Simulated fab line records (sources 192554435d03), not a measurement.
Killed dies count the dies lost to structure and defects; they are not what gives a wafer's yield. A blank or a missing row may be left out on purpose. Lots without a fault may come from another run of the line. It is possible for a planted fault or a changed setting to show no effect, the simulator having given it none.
Split-lot study    flow n5 finfet    39 wafers read from 7 lots, route of 1938 steps

== THE SPLIT ==
At N5_DUMMY_GATE_ETCH_32 (etches SiO2 in CF4, target depth 3.5 nm, time 3.9 s), the setting time s was moved away from the recipe's 3.9 s on 15 of the 39 wafers read, by -17.1% to +22.0%. For the rest of the wafers, this setting stayed at what the recipe calls for.

The split's own step is where the reading is taken.

== THE READING ==
etch.depth nm (the simulator's own value, which no gauge read), in nm, at N5_DUMMY_GATE_ETCH_32 (etches SiO2 in CF4, target depth 3.5 nm, time 3.9 s). The file does not state a usual value for it. Across the 24 wafers here that went through the recipe, the average is 3.498 nm and the standard deviation 0.038 nm.

wafer   tool, chamber at the split  time s as run, s  against the recipe  etch.depth nm, nm  against lot-mates on the recipe
L077.1  rie si-03, 1                4.352             +11.6%              3.849              +0.352
L077.2  rie si-03, 2                3.9               recipe              3.52               -
L077.3  rie si-03, 0                4.352             +11.6%              3.923              +0.426
L077.4  rie si-03, 3                4.352             +11.6%              3.895              +0.398
L077.5  rie si-03, 2                3.9               recipe              3.516              -
L077.6  rie si-03, 1                3.9               recipe              3.456              -
L080.1  rie si-01, 3                3.9               recipe              3.454              -
L080.2  rie si-01, 2                3.9               recipe              3.519              -
L080.5  rie si-01, 3                3.9               recipe              3.46               -
L088.1  rie si-04, 3                3.9               recipe              3.481              -
L088.2  rie si-04, 2                3.433             -12.0%              3.097              -0.418
L088.3  rie si-04, 0                3.433             -12.0%              3.116              -0.399
L088.4  rie si-04, 1                3.9               recipe              3.538              -
L088.5  rie si-04, 2                3.9               recipe              3.526              -
L088.6  rie si-04, 3                3.433             -12.0%              3.085              -0.430
L090.1  rie si-04, 0                3.9               recipe              3.508              -
L090.2  rie si-04, 3                4.757             +22.0%              4.218              +0.729
L090.3  rie si-04, 1                3.9               recipe              3.484              -
L090.4  rie si-04, 2                4.757             +22.0%              4.283              +0.794
L090.5  rie si-04, 3                3.9               recipe              3.475              -
L090.6  rie si-04, 0                4.757             +22.0%              4.289              +0.800
L092.1  rie si-01, 3                3.9               recipe              3.461              -
L092.2  rie si-01, 1                3.9               recipe              3.525              -
L092.3  rie si-01, 0                4.16              +6.7%               3.802              +0.308
L092.4  rie si-01, 2                4.16              +6.7%               3.779              +0.285
L092.5  rie si-01, 2                4.16              +6.7%               3.759              +0.265
L092.6  rie si-01, 1                3.9               recipe              3.497              -
L093.1  rie si-03, 1                3.9               recipe              3.452              -
L093.2  rie si-03, 3                3.9               recipe              3.499              -
L093.3  rie si-03, 0                3.9               recipe              3.486              -
L093.4  rie si-03, 1                3.9               recipe              3.448              -
L093.5  rie si-03, 0                3.9               recipe              3.489              -
L093.6  rie si-03, 3                3.9               recipe              3.511              -
L094.1  rie si-01, 0                3.232             -17.1%              2.983              -0.564
L094.2  rie si-01, 1                3.9               recipe              3.516              -
L094.3  rie si-01, 3                3.9               recipe              3.497              -
L094.4  rie si-01, 2                3.232             -17.1%              2.995              -0.552
L094.5  rie si-01, 0                3.9               recipe              3.629              -
L094.6  rie si-01, 1                3.232             -17.1%              2.928              -0.619

FIT RESULTS
A straight line over all 39 wafers: etch.depth nm changes by +0.0336 nm for each +1% of time s; r = +0.99; the points scatter about the line by 0.04 nm.
The same after taking each lot's own level away (the mean of its wafers on the recipe; 39 wafers): +0.0349 nm for each +1%; r = +0.99; scatter 0.034 nm.
That fit puts the effect of the largest move of time s on the reading at 0.77 nm.
The lots' own levels span 3.4777 to 3.5473 nm, that is 1.8 times the standard deviation above.
Consequently the slope shifts little with the lot-to-lot level, the two slopes agreeing.
Check: for one of the wafers moved furthest among these (+22.0%), held out of the fit, the line's prediction against its lot-mates is +0.78 nm. Against them it came out at +0.729 nm.

== THE OTHER SPLITS THESE WAFERS WENT THROUGH ==
These wafers also went through other splits before the reading. Each is held against what the fit with the lots' levels taken away leaves over:
other split on the same wafers              wafers away from the commonest value  r with etch.depth nm (lot level and that fit taken away)
N5_STI_FIN_REVEAL_RECESS_09 target depth a  9                                     +0.31
N5_DUMMY_GATE_ETCH_31 target depth a        15                                    +0.09

== FILE'S OWN FIT ==
etch.depth nm changes by +0.0349 nm for each +1% of time s, r = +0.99.
